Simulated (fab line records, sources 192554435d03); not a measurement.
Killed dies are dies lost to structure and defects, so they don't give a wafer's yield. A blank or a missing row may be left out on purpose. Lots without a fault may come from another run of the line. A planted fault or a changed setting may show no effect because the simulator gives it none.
A struck lot beside a sound one | flow n5_finfet | 16 steps out of a route of 1938
Sound: wafers L911.1, L911.3, L911.5. Struck: wafer L923.6. (L923.1, L923.4 of the same lot were not struck and are left out.) The cause comes at the end.
At each step with rows: each side's tool, then ch and its chambers, then its first start. Under that, the readings that differ: sound wafers | struck wafers | difference of the means | sigmas: that difference in standard deviations of wafers without a fault.
alike: readings whose means differ by less than 2 such deviations, and words and numbers that are the same on both sides. not compared: withheld readings, readings that some wafer has no value for, bounds like >300 that may hide the same value, and numbers for which the record gives no deviation and whose values overlap.
The two part at a step that has a row with sigmas, a row that says differs or no value, or rows on one side only. Numbers that don't overlap but have no deviation are shown without sigmas and don't part them. A reading that every wafer of one side lacks parts them only if that side has two wafers or more.

first, 5 steps without rows for these wafers: N5_WELL_APT_SOFTBAKE_20 (time 60 s); N5_WELL_APT_EXPOSE_22 (exposes mask PWELL, defocus 0 nm, target cd 200 nm); N5_WELL_APT_PEB_23 (peb time 90 s); N5_WELL_APT_DEVELOP_24 (develop time 45 s); N5_WELL_APT_HARDBAKE_29 (time 120 s).
N5_WELL_APT_CD_MEAS_25: target cd 200 nm.
  sound on cd_sem-01 ch 0, day 1 15:03; struck on cd_sem-03 ch 0, day 4 14:56
  alike: cd_nm
N5_WELL_APT_OVL_MEAS_26:
  sound on overlay-01 ch 0, day 1 15:05; struck on overlay-02 ch 0, day 4 14:58
  alike: PWELL_OVL
N5_WELL_APT_INSPECT_27: inspects for defects (macro).
  sound on defect_inspect-01, day 1 15:06; struck on defect_inspect-02, day 4 14:59
  alike: raw_defect_count
N5_WELL_APT_DESCUM_30: chemistry O2, time 7.9 s.
  sound on rie_diel-01 ch 1,2, day 1 15:10; struck on rie_diel-04 ch 3, day 4 15:01
  alike: drypump_motor_current_A, oes_product_au, rf_vpp_V, showerhead_plenum_p_Torr, throttle_valve_pct
  not compared: rf_hours_counter_h
then, 3 steps without rows for these wafers: N5_WELL_APT_IMPLANT_31; N5_WELL_APT_IMPLANT_32; N5_WELL_APT_STRIP_33 (strips in SPM, time 900 s).
N5_WELL_APT_RTA_34: time 10 s.
  sound on rtp_anneal-01 ch 0, day 1 16:05; struck on rtp_anneal-01 ch 0, day 4 15:52
  reading             | sound                | struck | difference | sigmas
  lamp_power_pct (%)  | 13.02 13.04 12.98    | 13.23  | +0.22      | +4
  lamp_zone_1_pct (%) | 13.02 13.01 12.97    | 13.13  | +0.13      | +4
  lamp_zone_2_pct (%) | 12.95 12.95 12.98    | 13.20  | +0.24      | +7
  lamp_zone_3_pct (%) | 12.91 13.00 13.06    | 13.17  | +0.18      | +5
  lamp_zone_4_pct (%) | 12.972 13.010 13.059 | 13.224 | +0.210     | +7
  lamp_zone_5_pct (%) | 12.939 13.016 12.940 | 13.155 | +0.190     | +7
  lamp_zone_6_pct (%) | 12.91 12.97 12.89    | 13.10  | +0.18      | +5
  lamp_zone_7_pct (%) | 13.443 13.396 13.416 | 13.640 | +0.222     | +8
  alike: wafer_temp_C_max
then, 1 step without rows for these wafers: N5_WELL_APT_OXIDE_STRIP_42 (strips SiO2 in dHF, time 45 s, target depth 12 nm).
-- the record jumps here: 9 days lie between the struck wafers' starts before and after (it left off in module WELL_APT and takes up again in module BEOL_M4, whose first step shown is number 1111 of the route) --
N5_BEOL_M4_RC_MEAS_101:
  sound on prober-01 ch 0, day 8 22:01; struck on prober-01 ch 0, day 13 07:13
  alike: DIBL_N, DIBL_P, IOFF_N, IOFF_P, ION_N, ION_P, SS_N, SS_P, VT_N, VT_P
-- the record jumps here: 5 days lie between the struck wafers' starts before and after (it left off in module BEOL_M4 and takes up again in module PASSIVATION, whose first step shown is number 1936 of the route) --
N5_PASSIVATION_PROBE_49:
  sound on prober-01, day 13 06:07; struck on prober-02, day 17 20:40
  reading            | sound    | struck | difference | sigmas
  killed_at_contacts | 24 21 26 | 5      | -19        | -3
  alike: defect_limited_yield, killed_at_M0_to_M3, killed_at_M4_up, killed_at_front_end, killed_at_other, killed_dies, killed_open, killed_short, sort_bin_5_function, sort_bin_6_memory, sort_bin_8_speed, sort_n_pass, sort_yield_pct

WHERE THEY PART
First at N5_WELL_APT_RTA_34; last, within this record, at N5_PASSIVATION_PROBE_49.

WHY: what the simulator had put in
Process parameter drift: rtp_anneal-01, from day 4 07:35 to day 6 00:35, at N5_WELL_APT_RTA_34. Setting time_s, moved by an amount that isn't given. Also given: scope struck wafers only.
